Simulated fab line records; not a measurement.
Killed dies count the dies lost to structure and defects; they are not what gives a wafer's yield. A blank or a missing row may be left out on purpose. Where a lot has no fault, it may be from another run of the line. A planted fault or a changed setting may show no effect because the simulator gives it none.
Split-lot study    flow n5_finfet    21 wafers read from 7 lots, route of 1938 steps

## ABOUT THE SPLIT
At N5_MOL_CONTACT_COAG_COAT_75 (time 60 s, resist thk 60 nm), the setting spin_rpm was moved away from the recipe's 1500 rpm on 11 of the 21 wafers read, by -10.5% to +6.6%. This setting was run at the recipe's value on the other wafers.

The split's own step is where the reading is taken.

## THE READING
SOC_of_MOL_CONTACT_COAG_COAT_75.thk_nm (the simulator's own value, which no gauge read), in nm, at N5_MOL_CONTACT_COAG_COAT_75 (time 60 s, resist thk 60 nm). There is no usual value for it anywhere in the file. Average 60.0 nm, standard deviation 0.22 nm, over the 10 wafers here run with the recipe.

wafer   tool, chamber at the split  spin_rpm as run, rpm  against the recipe  SOC_of_MOL_CONTACT_COAG_COAT_75.thk_nm, nm  against lot-mates on the recipe
L076.1  litho_track-01, 0           1398                  -6.8%               62.6                                        +2.4
L076.3  litho_track-01, 0           1398                  -6.8%               62.4                                        +2.2
L076.6  litho_track-01, 0           1500                  recipe              60.2                                        -
L077.1  litho_track-05, 0           1500                  recipe              59.8                                        -
L077.2  litho_track-05, 0           1364                  -9.1%               62.8                                        +3.0
L077.6  litho_track-05, 0           1364                  -9.1%               62.8                                        +3.0
L081.1  litho_track-05, 0           1500                  recipe              59.8                                        -
L081.2  litho_track-05, 0           1500                  recipe              59.8                                        -
L081.3  litho_track-05, 0           1500                  recipe              60                                          -
L084.2  litho_track-05, 0           1500                  recipe              59.8                                        -
L084.4  litho_track-05, 0           1566                  +4.4%               58.8                                        -1.0
L084.6  litho_track-05, 0           1566                  +4.4%               58.6                                        -1.2
L085.1  litho_track-01, 0           1342                  -10.5%              63.8                                        +3.5
L085.2  litho_track-01, 0           1500                  recipe              60.2                                        -
L085.5  litho_track-01, 0           1500                  recipe              60.4                                        -
L088.1  litho_track-05, 0           1420                  -5.3%               61.8                                        +1.6
L088.5  litho_track-05, 0           1500                  recipe              60.2                                        -
L088.6  litho_track-05, 0           1420                  -5.3%               61.6                                        +1.4
L094.1  litho_track-01, 0           1500                  recipe              60.2                                        -
L094.3  litho_track-01, 0           1599                  +6.6%               58.2                                        -2.0
L094.6  litho_track-01, 0           1599                  +6.6%               58.2                                        -2.0

THE FIT
A straight line over all 21 wafers: SOC_of_MOL_CONTACT_COAG_COAT_75.thk_nm changes by -0.318 nm for each +1% of spin_rpm; r = -0.99; the points scatter about the line by 0.22 nm.
The same after taking each lot's own level away (the mean of its wafers on the recipe; 21 wafers): -0.314 nm for each +1%; r = -1.00; scatter 0.15 nm.
According to that fit, moving spin_rpm by its largest amount changes the reading by 3.3 nm.
The lots' own levels span 59.80 to 60.30 nm, that is 2.3 times the standard deviation above.
So the lot-to-lot level changes the slope little: the two slopes agree.
Check: for one of the wafers moved furthest among these (-10.5%), held out of the fit, the line's prediction against its lot-mates is +3.33 nm. Against them it came out at +3.5 nm.

## ADDITIONAL SPLITS CARRIED BY THESE WAFERS
Other splits were also applied to these wafers ahead of the reading. Each is held against what the fit with the lots' levels taken away leaves over:
other split on the same wafers          wafers away from the commonest value  r with SOC_of_MOL_CONTACT_COAG_COAT_75.thk_nm (lot level and that fit taken away)
N5_SD_EPI_P_PEB_07 peb_time_s           9                                     +0.02
N5_SD_EPI_P_ETCHBACK_46 over_etch_frac  7                                     +0.22
N5_HKMG_FIN_ETCH_54 source_w            7                                     -0.25
N5_HKMG_FIN_ETCH_58 bias_w              5                                     +0.01
N5_GATE_CUT_ETCH_56 icp_w               4                                     +0.29
N5_GATE_CUT_CUT_ETCH_54 icp_w           5                                     +0.02

## FILE'S OWN FIT
SOC_of_MOL_CONTACT_COAG_COAT_75.thk_nm changes by -0.32 nm for each +1% of spin_rpm, r = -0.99.
